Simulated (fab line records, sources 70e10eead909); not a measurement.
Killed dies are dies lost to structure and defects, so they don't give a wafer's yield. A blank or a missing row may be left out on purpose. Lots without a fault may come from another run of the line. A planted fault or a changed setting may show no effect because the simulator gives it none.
Which tool did it? | flow nand_harc | 12 lots, 36 wafers sampled, at 5 steps of a route of 1302

WHAT THE GAUGES READ, wafer by wafer
NHARC_P_GATE_CD_MEAS_33.
lot  | measured     | on        | cd_nm (nm)
L747 | day 5 00:56  | cd_sem-03 | 120.7 121.2 120.2
L749 | day 5 19:20  | cd_sem-03 | 118.6 120.9 120.2
L751 | day 6 18:02  | cd_sem-01 | 120.4 124.6 119.7
L754 | day 8 03:03  | cd_sem-01 | 124.6 119.5 123.8
L755 | day 8 11:11  | cd_sem-01 | 118.4 123.4 121.6
L756 | day 9 01:56  | cd_sem-02 | 120.7 119.1 118.2
L758 | day 10 04:05 | cd_sem-01 | 120.0 118.9 125.1
L759 | day 10 04:52 | cd_sem-02 | 122.6 121.3 121.2
L767 | day 13 13:30 | cd_sem-01 | 117.3 119.9 121.7
L768 | day 14 03:05 | cd_sem-01 | 120.4 118.1 123.7
L769 | day 14 11:21 | cd_sem-02 | 121.0 120.2 118.9
L770 | day 14 14:54 | cd_sem-03 | 119.8 119.7 117.7

NHARC_END_SORT_01.
lot  | measured     | on        | killed_at_array | killed_at_other | killed_at_periphery | killed_dies | killed_open | killed_short
L758 | day 29 09:19 | prober-01 | 48 51 48        | 0 1 0           | 629 625 629         | 677 677 677 | 1 5 0       | 1 0 3
L759 | day 29 09:18 | prober-02 | 48 50 59        | 0 0 0           | 629 627 618         | 677 677 677 | 2 2 3       | 0 0 3

WHICH TOOL RAN EACH LOT (tool, then ch and the chambers of the sampled wafers, then the start)
lot  | NHARC_P_GATE_ETCH_32             | NHARC_P_GATE_IMPLANT_62         | NHARC_P_GATE_DESCUM_93
L747 | rie_si-03 ch 0,1,2, day 5 00:36  | implanter-02 ch 0, day 5 14:10  | rie_diel-01 ch 0,1,2, day 5 15:46
L749 | rie_si-04 ch 1,2, day 5 19:00    | implanter-01 ch 0, day 6 08:20  | rie_diel-01 ch 0,3, day 6 09:53
L751 | rie_si-06 ch 0,1,3, day 6 17:44  | implanter-01 ch 0, day 7 07:28  | rie_diel-01 ch 0,1,2, day 7 08:59
L754 | rie_si-03 ch 1,2, day 8 02:43    | implanter-02 ch 0, day 8 18:20  | rie_diel-10 ch 0,2,3, day 8 19:55
L755 | rie_si-03 ch 1,3, day 8 10:52    | implanter-02 ch 0, day 9 00:08  | rie_diel-01 ch 1,2,3, day 9 01:43
L756 | rie_si-03 ch 2,3, day 9 01:35    | implanter-01 ch 0, day 9 14:55  | rie_diel-06 ch 1,2, day 9 16:29
L758 | rie_si-03 ch 1,2,3, day 10 03:45 | implanter-02, day 10 17:10      | rie_diel-06 ch 1,2,3, day 10 18:44
L759 | rie_si-06 ch 1,2,3, day 10 04:33 | implanter-02, day 10 17:53      | rie_diel-01 ch 2,3, day 10 19:28
L767 | rie_si-03 ch 0,2,3, day 13 13:08 | implanter-01 ch 0, day 14 02:35 | rie_diel-01 ch 1,3, day 14 03:58
L768 | rie_si-06 ch 0,1,3, day 14 02:46 | implanter-02 ch 0, day 14 16:13 | rie_diel-06 ch 0,1,2, day 14 17:45
L769 | rie_si-04 ch 0,1, day 14 10:59   | implanter-02 ch 0, day 15 00:49 | rie_diel-01 ch 0,2,3, day 15 02:14
L770 | rie_si-06 ch 2,3, day 14 14:35   | implanter-02 ch 0, day 15 04:07 | rie_diel-10 ch 2,3, day 15 05:36
- NHARC_P_GATE_ETCH_32: etches the open film in HBr/Cl2, target depth 150 nm, time 100.1 s.
- NHARC_P_GATE_IMPLANT_62
- NHARC_P_GATE_DESCUM_93: chemistry O2, time 3 s.

WHAT THE TOOLS THEMSELVES READ (means of the sampled wafers that have a number; where no wafer has one, the mark that the record gives instead)
NHARC_P_GATE_ETCH_32.
lot  | tool      | drypump_motor_current_A (A) | oes_product_au (a.u.) | throttle_valve_pct (%)
L747 | rie_si-03 | 5.8                         | 0.995                 | 26.413
L749 | rie_si-04 | 5.4                         | 0.988                 | 26.409
L751 | rie_si-06 | 6.0                         | 0.999                 | 26.419
L754 | rie_si-03 | 5.8                         | 1.005                 | 26.399
L755 | rie_si-03 | 5.8                         | 1.011                 | 26.404
L756 | rie_si-03 | 5.7                         | 1.013                 | 26.399
L758 | rie_si-03 | 5.7                         | 1.018                 | 26.402
L759 | rie_si-06 | 5.9                         | 0.994                 | 26.404
L767 | rie_si-03 | 5.8                         | 0.995                 | 26.404
L768 | rie_si-06 | 6.0                         | 0.999                 | 26.404
L769 | rie_si-04 | 5.1                         | 1.001                 | 26.409
L770 | rie_si-06 | 5.5                         | 1.000                 | 26.402

NHARC_P_GATE_IMPLANT_62.
lot  | tool         | beam_energy_keV | beam_on_s (s)
L747 | implanter-02 | 20.001          | 33
L749 | implanter-01 | 20.002          | 28
L751 | implanter-01 | 20.002          | 27
L754 | implanter-02 | 20.009          | 34
L755 | implanter-02 | 20.003          | 33
L756 | implanter-01 | 20.000          | 28
L758 | implanter-02 | -               | -
L759 | implanter-02 | -               | -
L767 | implanter-01 | 19.997          | 28
L768 | implanter-02 | 20.005          | 34
L769 | implanter-02 | 19.996          | 34
L770 | implanter-02 | 19.996          | 34

NHARC_P_GATE_DESCUM_93.
lot  | tool        | drypump_motor_current_A (A) | mfc_ar_sccm (sccm) | o2_flow_sccm (sccm) | oes_product_au (a.u.) | rf_vpp_V (V) | showerhead_plenum_p_Torr (Torr) | throttle_valve_pct (%)
L747 | rie_diel-01 | 6.1                         | 0.011              | 200.0               | 0.995                 | 57.8         | 1.99                            | 11.307
L749 | rie_diel-01 | 5.4                         | 0.006              | 200.2               | 1.004                 | 57.3         | 1.93                            | 11.314
L751 | rie_diel-01 | 6.1                         | 0.011              | 199.8               | 0.998                 | 58.1         | 1.99                            | 11.305
L754 | rie_diel-10 | 5.8                         | 0.000              | 200.0               | 0.993                 | 57.6         | 1.91                            | 11.311
L755 | rie_diel-01 | 5.7                         | 0.014              | 200.3               | 0.999                 | 57.4         | 2.00                            | 11.309
L756 | rie_diel-06 | 6.0                         | 0.009              | 199.6               | 1.000                 | 57.2         | 1.85                            | 11.307
L758 | rie_diel-06 | 5.8                         | 0.016              | 199.8               | 0.989                 | 58.1         | 1.85                            | 11.306
L759 | rie_diel-01 | 5.2                         | 0.017              | 200.0               | 0.997                 | 57.6         | 1.96                            | 11.319
L767 | rie_diel-01 | 6.1                         | 0.003              | 199.8               | 1.000                 | 58.4         | 2.01                            | 11.298
L768 | rie_diel-06 | 5.9                         | 0.012              | 200.2               | 0.999                 | 58.2         | 1.88                            | 11.310
L769 | rie_diel-01 | 5.6                         | 0.014              | 199.6               | 1.001                 | 57.0         | 1.95                            | 11.300
L770 | rie_diel-10 | 5.6                         | 0.000              | 200.5               | 1.002                 | 58.4         | 1.97                            | 11.306

THE ANSWER, worked out from the rows above alone
Rule: what is usual is taken from the lots themselves. Put in order of their means at a reading, lots are off if they are a third of the lots or fewer, leave a main group of 4 or more, and stand apart from it by a gap of 3 or more times the standard deviation of the main group's means; of several such gaps the widest counts. A main group whose means are all the same, to the digits that the tables above print for the reading, isn't used. A lot without any number at a reading at which 4 lots or more have one is off too. The other lots that the step has rows for count as sound. The gauges are gone through in route order, then the tools' own readings, and for those a lot's mean is taken as printed above. The first step at which some lot is off is used, and at that step the reading that is off furthest; a lot without a number counts as furthest.
Off: L758, L759, at NHARC_P_GATE_IMPLANT_62 (beam_energy_keV). Without a number there: L758, L759. The main group: mean 20.001, standard deviation 0.0039.
A tool fits if, at that step or a process step before it, it ran every lot that is off, and no sound lot after the first of them. None of those tried fits.

WHAT THE SIMULATOR HAD PUT IN
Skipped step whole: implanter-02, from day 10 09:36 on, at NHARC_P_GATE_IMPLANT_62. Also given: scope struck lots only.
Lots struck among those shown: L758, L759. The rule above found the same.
